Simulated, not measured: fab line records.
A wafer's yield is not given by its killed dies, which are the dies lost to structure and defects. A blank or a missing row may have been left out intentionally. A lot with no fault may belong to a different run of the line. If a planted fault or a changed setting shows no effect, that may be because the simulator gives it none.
Struck lot and sound lot, side by side | flow n5Finfet | 37 out of 1938 route steps
Sound: the wafers L955.1, L955.2, L955.4. Struck: wafers L953.2, L953.5 (left out: L953.6, a lot-mate that was not struck); the cause follows at the end.
Each step with rows lists, per side, the tool, then ch with its chambers, then its first start. Under that, the readings that differ: sound wafers | struck wafers | difference of the means | sigmas: that difference in standard deviations of wafers without a fault.
alike: readings with means less than 2 such deviations apart, plus words and numbers identical on both sides. not compared: withheld readings, readings lacking a value on some wafer, bounds such as >300 that could conceal the same value, and numbers that have no deviation in the record and whose values overlap.
Wherever a step has rows on one side only, a row that says differs or no value, or a row with sigmas, the two part there. When numbers do not overlap yet have no deviation, they are printed without sigmas and do not part them. Lack of a reading on every wafer of one side parts them only where that side has two or more wafers.

first, 8 steps without rows for these wafers: N5_BEOL_M0_ECD_118 (material Cu, target thk 300 nm); N5_BEOL_M0_ANNEAL_119 (time 90 s); N5_BEOL_M0_CMP_120 (polishes, stops on SiOC, t overpolish 6.9 s); N5_BEOL_M0_PRE_CLEAN_131 (time 15 s); N5_BEOL_M0_CO_CAP_123 (material Co, precursor CCTBA/H2, target thk 2 nm, time 102.1 s); N5_BEOL_M0_PRE_CLEAN_124 (time 15 s); N5_BEOL_M0_DEP_125 (deposits SiCN from 3MS/NH3, target thk 8 nm, time 14 s); N5_BEOL_M1_ILD_DEP_00 (deposits SiOC from DEMS/O2, target thk 79 nm, time 15.3 s).
N5_BEOL_M1_PECVD_72: deposits SiO2 from TEOS/O2, target thk 16 nm, time 18 s.
  sound on pecvd-04 ch 0,1,2, day 9 23:56; struck on pecvd-03 ch 0, day 9 18:52
reading                                   | sound                | struck        | difference | sigmas
showerheadPlenumPTorr (Torr)              | 8.83 8.80 8.75       | 8.90 8.93     | +0.12      | +2
susceptorTempC (C)                        | 400.00 399.71 399.92 | 381.06 381.14 | -18.78     | -85
model.SiO2_of_BEOL_M1_PECVD_72.thkNm (nm) | 16 15.8 16.2         | 18 18.2       | +2         | 
  alike: chamberPressureTorr, heaterPowerW, throttleValvePct
then, 25 steps without rows for these wafers: N5_BEOL_M1_HM_DEP_02 (deposits TiN, target thk 20 nm); N5_BEOL_M1_COAT_61 (time 60 s, resist thk 60 nm); N5_BEOL_M1_COAT_62 (time 60 s, resist thk 12 nm); N5_BEOL_M1_COAT_73 (time 60 s, resist thk 5 nm); N5_BEOL_M1_COAT_05 (resist thk 30 nm); N5_BEOL_M1_EBR_07; N5_BEOL_M1_SOFTBAKE_06 (time 60 s); N5_BEOL_M1_EXPOSE_08 (exposes mask M1); N5_BEOL_M1_PEB_09 (peb time 60 s); N5_BEOL_M1_DEVELOP_10 (develop time 30 s); N5_BEOL_M1_DESCUM_16 (chemistry O2, time 7 s); N5_BEOL_M1_ETCH_74 (etches underlayer in N2/H2, target depth 6.5 nm, time 5.2 s); N5_BEOL_M1_ETCH_63 (etches SiARC in CF4, target depth 15.6 nm, time 26 s); N5_BEOL_M1_ETCH_64 (etches SOC in N2/H2, target depth 75 nm, overetch 15 nm, time 112.5 s); N5_BEOL_M1_STRIP_65 (strips in N2/H2); N5_BEOL_M1_STRIP_75 (strips in N2/H2); N5_BEOL_M1_STRIP_66 (strips in CF4); N5_BEOL_M1_HM_OPEN_17 (chemistry Cl2/BCl3, target TiN, target depth 20 nm, overetch 6 nm); N5_BEOL_M1_STRIP_19 (strips in O2); N5_BEOL_M1_COAT_67 (time 60 s, resist thk 60 nm); N5_BEOL_M1_COAT_68 (time 60 s, resist thk 12 nm); N5_BEOL_M1_COAT_76 (time 60 s, resist thk 5 nm); N5_BEOL_M1_COAT_22 (resist thk 30 nm); N5_BEOL_M1_EBR_24; N5_BEOL_M1_SOFTBAKE_23 (time 60 s).
N5_BEOL_M1_HM_STRIP_39: strips TiN in peroxide tin strip, target depth 25 nm, time 158 s.
  sound on wetBench-05 ch 0,2,4, day 10 03:51; struck on wetBench-01 ch 0,6, day 9 21:53
reading                                   | sound      | struck  | difference | sigmas
model.SiO2_of_BEOL_M1_PECVD_72.thkNm (nm) | 16 15.8 16 | 17.8 18 | +2.0       | 
N5_BEOL_M1_CMP_52: polishes, stops on SiOC, t overpolish 6.8 s, target thk 40 nm.
  sound on cmp-04 ch 0,1,2, day 10 12:39; struck on cmp-01 ch 0,2, day 10 03:52
reading                   | sound          | struck    | difference | sigmas
barrierFieldEndpointS (s) | 25.0 24.7 24.7 | 26.6 27.2 | +2.1       | +4
  alike: edgeZonePressureFrac, headPressurePsi, motorCurrentA
N5_BEOL_M4_RC_MEAS_101:
  sound on prober-02 ch 0, day 12 13:04; struck on prober-02 ch 0, day 11 16:33
  alike: DIBL_N, DIBL_P, IOFF_N, IOFF_P, ION_N, ION_P, SS_N, SS_P, VT_N, VT_P

== WHERE THEY PART ==
First at N5_BEOL_M1_PECVD_72; last, within this record, at N5_BEOL_M1_CMP_52. Later steps at which nothing parts them and some readings are alike: N5_BEOL_M4_RC_MEAS_101.

WHY: whatever the simulator had introduced
pecvd-03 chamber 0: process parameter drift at N5_BEOL_M1_PECVD_72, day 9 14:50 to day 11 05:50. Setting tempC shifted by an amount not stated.
